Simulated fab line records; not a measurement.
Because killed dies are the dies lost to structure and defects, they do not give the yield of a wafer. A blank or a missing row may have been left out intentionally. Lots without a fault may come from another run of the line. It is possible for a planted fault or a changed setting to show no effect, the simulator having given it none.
Matching of chambers ; flow nandHarc ; NHARC_A_CONTACT_ALD_18 on aldMetal-02 has 4 sister chambers
The step deposits TiN, target thk 3 nm, pulse time 1 s, ald cycles 150. 20 wafers are shown with their chamber, then 10 later ones without.

== WAFERS WITH THEIR CHAMBER ==
wafer;chamber;heaterPowerW (W);precursorPulseHeightRel
L076.1;0;1002;0.998
L076.2;1;1160;1.003
L076.4;2;1165;0.994
L080.1;2;1144;1.003
L080.2;0;1011;0.989
L080.6;3;1064;0.994
L081.2;1;1133;0.988
L081.3;2;1168;0.960
L081.5;3;1031;0.967
L083.2;3;1060;0.990
L083.5;2;1142;0.997
L083.6;3;1061;1.006
L085.2;3;1052;1.005
L085.3;0;1009;0.995
L085.6;3;1032;1.023
L091.2;3;1087;0.994
L091.3;1;1154;1.023
L091.4;0;1016;0.992
L093.1;3;1059;0.968
L093.5;3;1009;0.967

SIGNATURES, as means of the wafers listed above
reading;chamber 0;chamber 1;chamber 2;chamber 3;scatter within a chamber
heaterPowerW;1009.50;1149.00;1154.75;1050.56;18.2
precursorPulseHeightRel;0.99350;1.00467;0.98850;0.99044;0.0176
Rule: distance of a wafer from a chamber = root of the sum over the readings of ((wafer's reading minus chamber's mean) / reading's scatter) squared. If the next closest chamber is less than 2 further off than the closest, the wafer can't be placed; otherwise it belongs to the closest. How the scatter is found: for the shown wafers, subtract from each reading the mean of its chamber, square and add these, divide the total by (wafers less chambers), then take the root.

== WAFERS WHOSE CHAMBER IS MISSING ==
wafer;heaterPowerW (W);precursorPulseHeightRel
L093.6;1151;1.016
L092.1;1137;0.982
L092.2;1075;1.022
L092.4;1179;0.975
L095.2;1177;1.002
L095.3;1054;1.022
L095.6;1151;0.976
L096.3;1154;0.986
L096.4;1008;1.015
L096.6;992;0.976

== CHAMBER TAKEN BY EACH ==
wafer;from the rows above;in truth
L093.6;can't be placed: 1 or 2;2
L092.1;can't be placed: 2 or 1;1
L092.2;can't be placed: 3 or 0 or 1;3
L092.4;can't be placed: 2 or 1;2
L095.2;can't be placed: 2 or 1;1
L095.3;can't be placed: 3 or 0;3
L095.6;can't be placed: 2 or 1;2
L096.3;can't be placed: 2 or 1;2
L096.4;can't be placed: 0 or 3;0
L096.6;can't be placed: 0 or 3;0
0 of 10 placed correctly. Unplaceable from these rows: 10, with the true chamber sitting among the candidates in 10. Placed wrongly: 0.
